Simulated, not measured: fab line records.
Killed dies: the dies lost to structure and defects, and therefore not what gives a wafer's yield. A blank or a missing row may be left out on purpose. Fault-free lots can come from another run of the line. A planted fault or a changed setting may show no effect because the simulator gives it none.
fab line records    flow nand_harc
[record] lots = 12  wafers = 36  last_day = 32
route steps=1302 shown P_STI@100 P_GATE@183
lots with no fault: from the same line, run without faults
start_h: hours from the record's opening day to when the first of the lot's shown wafers began    wait_h: hours from the lot's prior step to this one    " unchanged from the row above    L1.1+2: several wafers, shown together as one row    - no value present, or no start provided    * or withheld: withheld    < > ~ a bound
route shown NAME@n: a module of which the file shows steps, and the number in the route of the first    usual: average and standard deviation across the fault-free wafers    same: alike in all rows    chamber/n: place in a boat    sites: readings site by site    _std_site: standard deviation across them    _edge_site: outer sites' mean less inner sites'    radius_mm: how far each site lies from the wafer's centre    mask NAME#n: copy n    behind: the last tool/chamber to shape the wafer    hold: cause of the lot's hold/its duration in hours/its outcome    device: the n, p or np transistor that did not switch    end of line: the same wafers' tests at the end of the route    step lacking rows: just its recipe    killed: count of dies lost to structure and defects at first sort (not the wafer's yield)    map: shows each die of a wafer: x if killed, . if not, _ if none is there
set.NAME: the setting that was run; set.NAME@STEP: the one run at that earlier step    model.NAME: the simulator's own value behind a step, which no gauge read
steps of the route over a sample of lots; a table a step, a row a wafer
services: from which hour (start_h, from the record's first day; less than 0 if before it) a tool's chamber was out of use, for how many hours, and why
[[steps]]
[step NHARC_P_STI_CMP_21]
[recipe] t_overpolish_s = 20  target_thk_nm = 380.67
[usual] motor_current_A = 12.8/1.3  overpolish_run_s = 20.001/0.009  pad_life_wafers = 182/86
lot.wafer  tool    chamber  start_h  wait_h  motor_current_A  overpolish_run_s  pad_life_wafers
L856.3     cmp-04  2        61.77    0.4     12.9             19.996            156
L856.2     "       1        "        "       13.0             20.004            159
L856.5     "       2        "        "       12.6             19.992            -
L858.2     cmp-03  1        86.33    0.4     11.2             20.007            84
L858.1     "       2        "        "       12.6             19.985            85
L858.4     "       3        "        "       11.6             20.005            86
L859.4     cmp-04  3        92.31    0.4     13.9             19.994            270
L859.3     "       2        "        "       12.8             20.004            273
L859.5     "       0        "        "       14.5             20.009            -
L860.3     cmp-03  2        103.27   0.4     12.7             20.007            150
L860.1     "       0        "        "       13.6             19.999            152
L860.5     "       2        "        "       12.3             20.017            -
L861.4     cmp-03  2        114.44   0.4     12.2             19.999            216
L861.1     "       0        "        "       13.2             19.996            218
L861.5     "       3        "        "       11.4             19.997            -
L862.1     cmp-02  0        121.48   0.4     11.0             20.007            320
L862.2     "       1        "        "       13.1             19.996            321
L862.6     "       2        "        "       10.8             19.998            -
L863.2     cmp-04  0        134.15   0.4     15.3             20.001            74
L863.3     "       1        "        "       14.1             19.986            75
L863.6     "       2        "        "       12.5             20.014            -
L864.4     cmp-02  2        141.76   0.4     11.3             19.992            6
L864.2     "       0        "        "       10.9             20.014            8
L864.1     "       1        "        "       13.0             19.990            9
L866.2     cmp-02  1        164.85   0.4     12.5             20.010            90
L866.4     "       2        "        "       11.1             20.001            91
L866.6     "       2        "        "       11.1             20.011            -
L868.3     cmp-02  2        187.12   0.4     11.3             20.017            180
L868.5     "       2        "        "       10.5             19.987            -
L868.6     "       3        "        "       13.6             20.006            -
L873.2     cmp-04  1        230.33   0.4     13.8             20.006            72
L873.1     "       3        "        "       14.2             20.010            74
L873.6     "       1        "        "       12.8             20.017            -
L875.1     cmp-04  3        250.91   0.4     13.2             19.992            139
L875.2     "       1        "        "       13.8             19.999            141
L875.6     "       3        "        "       13.9             19.996            -
[step NHARC_P_STI_INSPECT_25]
[usual] raw_defect_count = 231/77
lot.wafer  tool               chamber  start_h  wait_h  raw_defect_count
L856.2     defect_inspect-02  -        69.58    0.4     243
L856.3     "                  -        "        "       154
L856.5     "                  -        "        "       260
L858.1     defect_inspect-01  -        96.07    0.4     168
L858.2     "                  -        "        "       256
L858.4     "                  -        "        "       296
L859.3     defect_inspect-02  -        100.44   0.4     173
L859.4     "                  -        "        "       210
L859.5     "                  -        "        "       268
L860.1     defect_inspect-01  -        111.05   0.4     228
L860.3     "                  -        "        "       270
L860.5     "                  -        "        "       307
L861.1     defect_inspect-01  -        122.86   0.4     268
L861.4     "                  -        "        "       207
L861.5     "                  -        "        "       192
L862.1     defect_inspect-01  -        129.52   0.4     133
L862.2     "                  -        "        "       95
L862.6     "                  -        "        "       147
L863.2     defect_inspect-01  -        144.74   0.4     191
L863.3     "                  -        "        "       141
L863.6     "                  -        "        "       306
L864.1     defect_inspect-02  -        150.25   0.4     303
L864.2     "                  -        "        "       245
L864.4     "                  -        "        "       240
L866.2     defect_inspect-02  -        173.27   0.4     195
L866.4     "                  -        "        "       303
L866.6     "                  -        "        "       237
L868.3     defect_inspect-01  -        197.30   0.4     312
L868.5     "                  -        "        "       194
L868.6     "                  -        "        "       294
L873.1     defect_inspect-01  -        238.30   0.4     210
L873.2     "                  -        "        "       145
L873.6     "                  -        "        "       246
L875.1     defect_inspect-02  -        258.84   0.4     237
L875.2     "                  -        "        "       187
L875.6     "                  -        "        "       225
[step NHARC_P_GATE_PEB_57]
[recipe] peb_temp_c = 118  peb_time_s = 85
[usual] heater_power_total_W = 163.97/0.29  plate_temp_C = 117.98/0.15
lot.wafer  tool            chamber  start_h  wait_h  heater_power_total_W  plate_temp_C
L856.2     litho_track-02  0        107.30   0.1     164.07                118.05
L856.3     "               0        "        "       163.73                118.23
L856.5     "               0        "        "       164.39                117.97
L858.1     litho_track-02  0        134.93   0.1     163.67                117.84
L858.2     "               0        "        "       163.96                117.90
L858.4     "               0        "        "       163.97                117.94
L859.3     litho_track-07  0        136.08   0.1     164.42                117.82
L859.4     "               0        "        "       164.28                117.94
L859.5     "               0        "        "       163.65                118.06
L860.1     litho_track-02  0        147.84   0.1     163.56                118.10
L860.3     "               0        "        "       163.73                118.02
L860.5     "               0        "        "       164.33                118.00
L861.1     litho_track-02  0        159.23   0.1     164.09                118.19
L861.4     "               0        "        "       164.12                118.18
L861.5     "               0        "        "       164.16                118.05
L862.1     litho_track-07  0        169.54   0.1     163.60                117.69
L862.2     "               0        "        "       163.76                118.03
L862.6     "               0        "        "       163.65                118.07
L863.2     litho_track-07  0        185.19   0.1     164.45                117.82
L863.3     "               0        "        "       163.86                117.87
L863.6     "               0        "        "       164.33                117.72
L864.1     litho_track-02  0        187.43   0.1     163.74                117.83
L864.2     "               0        "        "       163.95                117.98
L864.4     "               0        "        "       163.57                118.04
L866.2     litho_track-02  0        209.69   0.1     163.70                117.77
L866.4     "               0        "        "       164.13                117.97
L866.6     "               0        "        "       164.32                118.05
L868.3     litho_track-07  0        238.16   0.1     164.10                118.09
L868.5     "               0        "        "       164.08                118.07
L868.6     "               0        "        "       163.82                117.94
L873.1     litho_track-02  0        274.01   0.1     151.16                111.21
L873.2     "               0        "        "       151.05                111.00
L873.6     "               0        "        "       150.76                111.28
L875.1     litho_track-02  0        298.90   0.1     150.76                110.90
L875.2     "               0        "        "       150.77                110.70
L875.6     "               0        "        "       150.75                110.72
[step NHARC_P_GATE_CD_MEAS_59]
[recipe] target_cd_nm = 720  landing_energy_ev = 500
[usual] cd_nm = 719.8/2
lot.wafer  tool       chamber  start_h  wait_h  cd_nm
L856.2     cd_sem-03  0        107.39   -       722.4
L856.3     "          0        "        "       720.7
L856.5     "          0        "        "       720.8
L858.1     cd_sem-02  0        135.02   -       721.4
L858.2     "          0        "        "       722.2
L858.4     "          0        "        "       721.3
L859.3     cd_sem-01  0        136.18   -       714.9
L859.4     "          0        "        "       717.5
L859.5     "          0        "        "       716.2
L860.1     cd_sem-02  0        147.93   -       720.1
L860.3     "          0        "        "       719.6
L860.5     "          0        "        "       720.3
L861.1     cd_sem-03  0        159.32   -       720.5
L861.4     "          0        "        "       721.3
L861.5     "          0        "        "       721.6
L862.1     cd_sem-01  0        169.63   -       717.7
L862.2     "          0        "        "       715.5
L862.6     "          0        "        "       718.8
L863.2     cd_sem-03  0        185.28   -       718.3
L863.3     "          0        "        "       720.2
L863.6     "          0        "        "       719.4
L864.1     cd_sem-03  0        187.52   -       723.3
L864.2     "          0        "        "       722.3
L864.4     "          0        "        "       723.1
L866.2     cd_sem-03  0        209.78   -       719.5
L866.4     "          0        "        "       721.4
L866.6     "          0        "        "       721.2
L868.3     cd_sem-02  0        238.25   -       716.5
L868.5     "          0        "        "       720.1
L868.6     "          0        "        "       717.4
L873.1     cd_sem-02  0        274.10   -       705.0
L873.2     "          0        "        "       704.0
L873.6     "          0        "        "       705.5
L875.1     cd_sem-02  0        298.99   -       706.0
L875.2     "          0        "        "       705.3
L875.6     "          0        "        "       704.3
[step NHARC_P_GATE_RTA_80]
[recipe] temp_c = 300  time_s = 30
[usual] lamp_power_pct = 1.98/0.22  lamp_zone_1_pct = 1.98/0.22  lamp_zone_5_pct = 1.98/0.22  lamp_zone_6_pct = 1.96/0.22  wafer_temp_C_max = 301.7/0.53
lot.wafer  tool           chamber  start_h  wait_h  lamp_power_pct  lamp_zone_1_pct  lamp_zone_5_pct  lamp_zone_6_pct  wafer_temp_C_max
L856.2     rtp_anneal-02  0        111.47   -       2.19            2.19             2.19             2.17             302.3
L856.3     "              0        "        "       2.19            2.19             2.19             2.17             302.5
L856.5     "              0        "        "       2.19            2.19             2.19             2.17             302.2
L858.1     rtp_anneal-02  0        139.02   -       2.19            2.19             2.18             2.16             302.4
L858.2     "              0        "        "       2.18            2.19             2.18             2.17             302.3
L858.4     "              0        "        "       2.19            2.19             2.19             2.16             302.0
L859.3     rtp_anneal-02  0        140.36   -       2.19            2.18             2.19             2.16             302.1
L859.4     "              0        "        "       2.18            2.19             2.19             2.16             301.9
L859.5     "              0        "        "       2.19            2.19             2.19             2.16             301.9
L860.1     rtp_anneal-01  0        151.97   -       1.74            1.74             1.74             1.72             301.1
L860.3     "              0        "        "       1.74            1.74             1.74             1.72             300.9
L860.5     "              0        "        "       1.74            1.74             1.74             1.72             301.7
L861.1     rtp_anneal-01  0        163.36   -       1.74            1.74             1.75             1.72             300.9
L861.4     "              0        "        "       1.74            1.74             1.74             1.73             301.7
L861.5     "              0        "        "       1.74            1.74             1.74             1.72             301.2
L862.1     rtp_anneal-02  0        173.86   0.2     2.18            2.19             2.19             2.16             302.4
L862.2     "              0        "        "       2.19            2.18             2.18             2.16             302.0
L862.6     "              0        "        "       2.18            2.18             2.19             2.16             301.3
L863.2     rtp_anneal-02  0        189.40   -       2.19            2.19             2.19             2.17             302.3
L863.3     "              0        "        "       2.19            2.19             2.19             2.17             302.2
L863.6     "              0        "        "       2.19            2.19             2.19             2.17             302.0
L864.1     rtp_anneal-01  0        191.53   -       1.75            1.75             1.75             1.73             301.0
L864.2     "              0        "        "       1.75            1.75             1.75             1.73             300.9
L864.4     "              0        "        "       1.75            1.75             1.75             1.73             301.1
L866.2     rtp_anneal-02  0        213.82   -       2.19            2.19             2.19             2.16             301.7
L866.4     "              0        "        "       2.19            2.19             2.18             2.16             301.9
L866.6     "              0        "        "       2.19            2.18             2.18             2.17             302.2
L868.3     rtp_anneal-01  0        242.69   -       1.74            1.74             1.74             1.72             301.4
L868.5     "              0        "        "       1.74            1.74             1.74             1.72             301.4
L868.6     "              0        "        "       1.74            1.74             1.74             1.72             301.3
L873.1     rtp_anneal-01  0        278.21   -       1.74            1.74             1.74             1.72             301.2
L873.2     "              0        "        "       1.74            1.74             1.74             1.72             301.4
L873.6     "              0        "        "       1.74            1.74             1.74             1.72             301.0
L875.1     rtp_anneal-02  0        303.15   -       2.19            2.18             2.19             2.16             301.8
L875.2     "              0        "        "       2.18            2.19             2.19             2.16             302.1
L875.6     "              0        "        "       2.19            2.19             2.19             2.16             302.1
[[services]]
tool            chamber  start_h  hours  kind
cmp-02          -        43.18    1.1    repair
litho_track-02  -        52.00    7.0    pm
cmp-03          -        58.84    0.7    repair
cmp-03          -        64.06    4.0    pm
cmp-02          -        71.45    3.3    repair
litho_track-07  -        76.00    7.0    pm
cmp-04          -        98.56    2.1    repair
cmp-04          -        111.00   4.0    pm
cmp-03          -        119.82   2.1    repair
cmp-02          -        122.30   1.8    repair
cmp-02          -        134.58   4.0    pm
rtp_anneal-02   -        147.88   4.1    repair
cmp-03          -        162.06   4.0    pm
cmp-04          -        170.83   2.0    repair
cmp-02          -        174.22   1.0    repair
cmp-03          -        174.33   3.6    repair
cmp-03          -        191.75   4.4    repair
cmp-03          -        200.90   0.3    repair
cmp-04          -        209.00   4.0    pm
cmp-03          -        216.43   1.2    repair
litho_track-02  -        227.00   7.0    pm
cmp-02          -        232.58   4.0    pm
litho_track-07  -        251.00   7.0    pm
cmp-04          -        265.50   13.8   repair
[[key]]
[first_sign] step = NHARC_P_GATE_PEB_57  reading = plate_temp_C  direction = down  sigmas = 48  usual = *  struck = *
[effect] step = NHARC_P_GATE_PEB_57  reading = heater_power_total_W  direction = down  sigmas = 45  usual = *  struck = *
[effect] step = NHARC_P_GATE_CD_MEAS_59  reading = cd_nm  direction = down  sigmas = 7.4  usual = 719.8  struck = 705.0
met_at NHARC_P_GATE_PEB_57
struck_lots L873,L875
tester_left_out L873,L875
not_acting_at NHARC_P_STI_CMP_21,NHARC_P_STI_INSPECT_25,NHARC_P_GATE_RTA_80
onset_between 209.69 274.01
[fault] kind = process_parameter_drift  tool = litho_track-02  chamber = -  onset_h = 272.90  steps = NHARC_P_GATE_PEB_57  channel = peb_temp_c  offset = *  shape = step  end_h = 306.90  acts_in = *  stated = *
// tester_left_out: of these lots the tester's yield and bins aren't shown, on N5 and GAA mostly nor the transistor test; their killed dies are dies lost to structure and defects alone, not to doping, threshold or leakage, so they don't give the yield
